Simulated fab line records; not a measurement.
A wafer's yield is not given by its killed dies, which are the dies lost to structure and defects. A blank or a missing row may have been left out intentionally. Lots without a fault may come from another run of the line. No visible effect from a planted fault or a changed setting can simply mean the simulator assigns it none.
Struck lot and sound lot, side by side + flow nand_harc + 15 out of 1302 route steps
Sound: wafers L747.2, L747.4, L747.5. Struck: wafers L753.2, L753.5 (left out: L753.4, a lot-mate that was not struck); the cause follows at the end.
Per side, at each step with rows, come the tool, then ch with its chambers, and then its first start. Under that, the readings that differ: sound wafers + struck wafers + difference of the means + sigmas: that difference in standard deviations of wafers without a fault.
alike: words and numbers the same on both sides, and readings whose means are apart by under 2 such deviations; not compared: readings that were withheld, readings missing a value for some wafer, numbers with overlapping values and no deviation given by the record, and bounds like >300 which may hide the same value.
The two part at a step that has a row with sigmas, a row that says differs or no value, or rows on one side only. Non-overlapping numbers with no deviation appear without sigmas and do not part them. Lack of a reading on every wafer of one side parts them only where that side has two or more wafers.

first, 6 steps without rows for these wafers: NHARC_A_DECK1_JOINT_CVD_34 (deposits SiNx, target thk 20 nm); NHARC_A_DECK1_JOINT_DEP_06 (deposits SiOx, target thk 80 nm); NHARC_A_DECK1_JOINT_CURE_26 (time 32 s); NHARC_A_DECK1_JOINT_ANNEAL_27 (time 3600 s); NHARC_A_DECK1_JOINT_ANNEAL_28 (time 1800 s); NHARC_A_DECK1_JOINT_ANNEAL_29 (time 1800 s).
NHARC_A_DECK1_JOINT_CMP_02: polishes SiOx.
  sound on cmp-04 ch 0,1,3, day 12 16:59; struck on cmp-01 ch 0,1, day 15 00:52
  alike: edge_zone_pressure_frac, motor_current_A
then, 1 step without rows for these wafers: NHARC_A_DECK1_JOINT_SRD_15.
NHARC_A_DECK1_JOINT_DEP_16: deposits SiO2, target thk 45 nm.
  sound on pecvd-03 ch 0,1,2, day 12 17:24; struck on pecvd-04 ch 0, day 15 01:15
| reading              | sound                | struck        | difference | sigmas |
|----------------------|----------------------|---------------|------------|--------|
| susceptor_temp_C (C) | 400.11 400.18 400.17 | 399.62 399.54 | -0.57      | -2     |
  alike: heater_power_outer_w, heater_power_w, throttle_valve_pct
NHARC_A_DECK1_JOINT_THK_MEAS_17: measures by ellipsometry.
  sound on film_metro-02, day 12 17:37; struck on film_metro-02, day 15 01:30
  alike: thk_nm
NHARC_A_DECK1_JOINT_INSPECT_05:
  sound on defect_inspect-02, day 12 17:40; struck on defect_inspect-02, day 15 01:32
  alike: raw_defect_count
NHARC_A_ONON_D2_DEP_00: target thk 1000 nm.
  sound on pecvd_onon-04 ch 0, day 12 17:47; struck on pecvd_onon-02 ch 0, day 15 01:40
| reading              | sound                | struck        | difference | sigmas |
|----------------------|----------------------|---------------|------------|--------|
| n2_flow_sccm (sccm)  | 2761 2749 2770       | 2735 2723     | -31        | -4     |
| susceptor_temp_C (C) | 400.23 400.63 400.55 | 399.54 400.05 | -0.68      | -3     |
NHARC_A_ONON_D2_THK_MEAS_02: measures by ellipsometry.
  sound on film_metro-01, day 12 18:14; struck on film_metro-02, day 15 02:07
| reading     | sound          | struck    | difference | sigmas |
|-------------|----------------|-----------|------------|--------|
| thk_nm (nm) | 1020 1023 1020 | 1565 1565 | +544       | +49    |
next comes 1 step that has no rows for these wafers: NHARC_A_ONON_D2_DEP_03 (target thickness 1000 nm).
-- the record jumps here: 12 days lie between the struck wafers' starts before and after (it left off in module A_ONON_D2 and takes up again in module END, whose first step shown is number 1302 of the route) --
NHARC_END_SORT_01:
  at this point the record logs the struck wafers (prober-01 ch 0, day 27 07:58) and has no rows for the sound ones

## WHERE THEY PART
Earliest at NHARC_A_DECK1_JOINT_DEP_16; latest, in this record, at NHARC_END_SORT_01.

WHY: the cause the simulator had injected
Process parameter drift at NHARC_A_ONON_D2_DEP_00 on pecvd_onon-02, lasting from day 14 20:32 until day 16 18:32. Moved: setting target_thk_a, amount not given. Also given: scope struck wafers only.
